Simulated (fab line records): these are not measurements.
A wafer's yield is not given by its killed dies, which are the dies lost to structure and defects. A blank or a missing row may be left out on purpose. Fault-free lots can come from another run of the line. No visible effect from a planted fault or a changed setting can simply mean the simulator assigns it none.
Which tool was responsible? / flow nand harc / 39 wafers from 13 lots sampled at 5 of the route's 1159 steps

== WHAT THE GAUGES SHOWED, per wafer ==
NHARC_P_M2_THK_MEAS_24: measures by xrf. Usual: 145.0 nm for thk nm, sd 1.8.
lot=L115; measured=day 6 06:59; on=film metro-02; thk nm (nm)=144.2 142.0 142.6; flag=
lot=L116; measured=day 6 23:00; on=film metro-02; thk nm (nm)=143.9 144.4 142.2; flag=
lot=L117; measured=day 7 02:10; on=film metro-01; thk nm (nm)=145.7 143.3 144.1; flag=
lot=L119; measured=day 7 08:01; on=film metro-02; thk nm (nm)=145.5 144.0 146.4; flag=
lot=L120; measured=day 7 08:52; on=film metro-01; thk nm (nm)=144.3 145.7 146.0; flag=
lot=L122; measured=day 8 06:48; on=film metro-01; thk nm (nm)=145.0 142.7 147.9; flag=
lot=L123; measured=day 8 10:23; on=film metro-02; thk nm (nm)=145.3 146.0 143.5; flag=
lot=L124; measured=day 8 11:21; on=film metro-01; thk nm (nm)=142.5 145.2 145.3; flag=
lot=L125; measured=day 8 17:59; on=film metro-01; thk nm (nm)=143.1 142.6 144.1; flag=
lot=L126; measured=day 8 18:38; on=film metro-01; thk nm (nm)=145.3 146.6 145.6; flag=
lot=L128; measured=day 10 02:49; on=film metro-01; thk nm (nm)=143.6 142.6 146.2; flag=
lot=L135; measured=day 11 09:17; on=film metro-01; thk nm (nm)=144.6 145.6 145.3; flag=
lot=L138; measured=day 11 19:59; on=film metro-02; thk nm (nm)=144.4 141.7 140.8; flag=

NHARC_P_BONDPAD_THK_MEAS_33: measures by ellipsometry. Usual: 200.6 nm for thk nm, sd 1.7.
lot=L115; measured=day 6 08:22; on=film metro-01; thk nm (nm)=199.4 199.4 200.4; flag=
lot=L116; measured=day 7 00:20; on=film metro-01; thk nm (nm)=198.4 201.8 203.3; flag=
lot=L117; measured=day 7 03:35; on=film metro-02; thk nm (nm)=199.4 199.9 198.6; flag=
lot=L119; measured=day 7 09:23; on=film metro-02; thk nm (nm)=200.7 196.4 200.6; flag=
lot=L120; measured=day 7 10:16; on=film metro-01; thk nm (nm)=199.9 203.5 201.6; flag=
lot=L122; measured=day 8 08:19; on=film metro-01; thk nm (nm)=202.4 198.8 198.9; flag=
lot=L123; measured=day 8 11:46; on=film metro-02; thk nm (nm)=203.0 197.2 201.0; flag=
lot=L124; measured=day 8 12:53; on=film metro-01; thk nm (nm)=200.8 202.3 201.0; flag=
lot=L125; measured=day 8 19:21; on=film metro-01; thk nm (nm)=198.4 199.9 200.8; flag=
lot=L126; measured=day 8 20:17; on=film metro-01; thk nm (nm)=200.1 199.9 198.3; flag=
lot=L128; measured=day 10 04:10; on=film metro-01; thk nm (nm)=199.2 201.0 205.8; flag=
lot=L135; measured=day 11 10:41; on=film metro-02; thk nm (nm)=197.9 202.6 200.4; flag=
lot=L138; measured=day 11 21:22; on=film metro-01; thk nm (nm)=199.8 199.5 199.0; flag=

NHARC_END_SORT_01. Usual: defect limited yield 95.4 %, standard deviation 1.8; killed at array 28, standard deviation 11; killed at other 0.7, standard deviation 0.88; killed at periphery 3.1, standard deviation 2.2; killed dies 31, standard deviation 12; killed open 3.3, standard deviation 2; killed short 2.0, standard deviation 1.6; sort_bin_2_pct 1.5 %, standard deviation 0.73; sort_bin_3_pct 0.27 %, standard deviation 0.22; sort_bin_4_pct 2.9 %, standard deviation 1.1; sort n pass 646, standard deviation 12; sort rim yield pct 93 %, standard deviation 3.9; sort yield pct 95.4 %, standard deviation 1.8.
lot=L135; measured=day 25 01:49; on=prober-02; defect limited yield (%)=92.9 92.9 91.3; killed at array=44 41 54; killed at other=1 0 0; killed at periphery=3 7 5; killed dies=48 48 59; killed open=2 7 1; killed short=1 0 1; sort_bin_2_pct (%)=3.0 1.5 2.8; sort_bin_3_pct (%)=0.30 0.59 0.44; sort_bin_4_pct (%)=3.8 5.0 5.5; sort n pass=629 629 618; sort rim yield pct (%)=91 89 84; sort yield pct (%)=92.9 92.9 91.3; flag=

== EACH LOT AND THE TOOL THAT RAN IT (in order: tool; ch and the chambers of the sampled wafers; start) ==
lot=L115; NHARC_P_M2_DEGAS_29=pvd sputter-02, day 6 05:31; NHARC_P_M2_PVD_20=pvd sputter-02, day 6 05:37
lot=L116; NHARC_P_M2_DEGAS_29=pvd sputter-01, day 6 21:36; NHARC_P_M2_PVD_20=pvd sputter-01, day 6 21:43
lot=L117; NHARC_P_M2_DEGAS_29=pvd sputter-02, day 7 00:27; NHARC_P_M2_PVD_20=pvd sputter-02, day 7 00:35
lot=L119; NHARC_P_M2_DEGAS_29=pvd sputter-02, day 7 06:36; NHARC_P_M2_PVD_20=pvd sputter-02, day 7 06:43
lot=L120; NHARC_P_M2_DEGAS_29=pvd sputter-01, day 7 07:29; NHARC_P_M2_PVD_20=pvd sputter-01, day 7 07:37
lot=L122; NHARC_P_M2_DEGAS_29=pvd sputter-02, day 8 05:25; NHARC_P_M2_PVD_20=pvd sputter-02, day 8 05:33
lot=L123; NHARC_P_M2_DEGAS_29=pvd sputter-01, day 8 09:00; NHARC_P_M2_PVD_20=pvd sputter-01, day 8 09:07
lot=L124; NHARC_P_M2_DEGAS_29=pvd sputter-03, day 8 09:58; NHARC_P_M2_PVD_20=pvd sputter-03, day 8 10:04
lot=L125; NHARC_P_M2_DEGAS_29=pvd sputter-01, day 8 16:35; NHARC_P_M2_PVD_20=pvd sputter-01, day 8 16:43
lot=L126; NHARC_P_M2_DEGAS_29=pvd sputter-03, day 8 16:56; NHARC_P_M2_PVD_20=pvd sputter-03, day 8 17:03
lot=L128; NHARC_P_M2_DEGAS_29=pvd sputter-01, day 10 01:07; NHARC_P_M2_PVD_20=pvd sputter-01, day 10 01:14
lot=L135; NHARC_P_M2_DEGAS_29=pvd sputter-03, day 11 07:31; NHARC_P_M2_PVD_20=pvd sputter-03, day 11 07:37
lot=L138; NHARC_P_M2_DEGAS_29=pvd sputter-02, day 11 18:34; NHARC_P_M2_PVD_20=pvd sputter-02, day 11 18:40
- NHARC_P_M2_DEGAS_29: time 60 s.
- NHARC_P_M2_PVD_20: deposits TaN, target thk 5 nm, time 8.06 s.

== WHAT THE TOOLS THEMSELVES READ (means of the sampled wafers that have a number; where no wafer has one, the mark that the record gives instead) ==
NHARC_P_M2_DEGAS_29. Usual: 331 W for heater power w, sd 38.
lot=L115; tool=pvd sputter-02; heater power w (W)=343; flag=
lot=L116; tool=pvd sputter-01; heater power w (W)=326; flag=
lot=L117; tool=pvd sputter-02; heater power w (W)=312; flag=
lot=L119; tool=pvd sputter-02; heater power w (W)=306; flag=
lot=L120; tool=pvd sputter-01; heater power w (W)=293; flag=
lot=L122; tool=pvd sputter-02; heater power w (W)=310; flag=
lot=L123; tool=pvd sputter-01; heater power w (W)=317; flag=
lot=L124; tool=pvd sputter-03; heater power w (W)=321; flag=
lot=L125; tool=pvd sputter-01; heater power w (W)=319; flag=
lot=L126; tool=pvd sputter-03; heater power w (W)=335; flag=
lot=L128; tool=pvd sputter-01; heater power w (W)=319; flag=
lot=L135; tool=pvd sputter-03; heater power w (W)=338; flag=
lot=L138; tool=pvd sputter-02; heater power w (W)=342; flag=

NHARC_P_M2_PVD_20. Usual: substrate temp c 50.01 C, standard deviation 0.11; throttle valve pct 30.4 %, standard deviation 0.97.
lot=L115; tool=pvd sputter-02; substrate temp c (C)=50.08; throttle valve pct (%)=30.3; flag=
lot=L116; tool=pvd sputter-01; substrate temp c (C)=50.04; throttle valve pct (%)=30.5; flag=
lot=L117; tool=pvd sputter-02; substrate temp c (C)=49.90; throttle valve pct (%)=29.9; flag=
lot=L119; tool=pvd sputter-02; substrate temp c (C)=49.93; throttle valve pct (%)=29.3; flag=
lot=L120; tool=pvd sputter-01; substrate temp c (C)=49.91; throttle valve pct (%)=30.4; flag=
lot=L122; tool=pvd sputter-02; substrate temp c (C)=50.07; throttle valve pct (%)=29.0; flag=
lot=L123; tool=pvd sputter-01; substrate temp c (C)=49.99; throttle valve pct (%)=30.5; flag=
lot=L124; tool=pvd sputter-03; substrate temp c (C)=50.01; throttle valve pct (%)=30.4; flag=
lot=L125; tool=pvd sputter-01; substrate temp c (C)=50.12; throttle valve pct (%)=30.4; flag=
lot=L126; tool=pvd sputter-03; substrate temp c (C)=50.01; throttle valve pct (%)=30.8; flag=
lot=L128; tool=pvd sputter-01; substrate temp c (C)=49.95; throttle valve pct (%)=30.4; flag=
lot=L135; tool=pvd sputter-03; substrate temp c (C)=49.99; throttle valve pct (%)=31.3; flag=
lot=L138; tool=pvd sputter-02; substrate temp c (C)=50.07; throttle valve pct (%)=30.4; flag=

== THE ANSWER, worked out from the rows above alone ==
Rule: lot off if the mean of its wafers having a number is beyond 3 standard deviations from the usual mean. Also off: a lot with no number at a reading for which 4 or more lots have one. Where the step has rows for the other lots, those lots are counted as sound. First the gauges in route order, then the tools' own readings, where a lot's mean is used as printed above. At the first step where some lot is off, the reading lying furthest off is the one used; lots without a number count as furthest.
None of the lots is off at any reading shown; this tells nothing.

== WHAT THE SIMULATOR PUT IN ==
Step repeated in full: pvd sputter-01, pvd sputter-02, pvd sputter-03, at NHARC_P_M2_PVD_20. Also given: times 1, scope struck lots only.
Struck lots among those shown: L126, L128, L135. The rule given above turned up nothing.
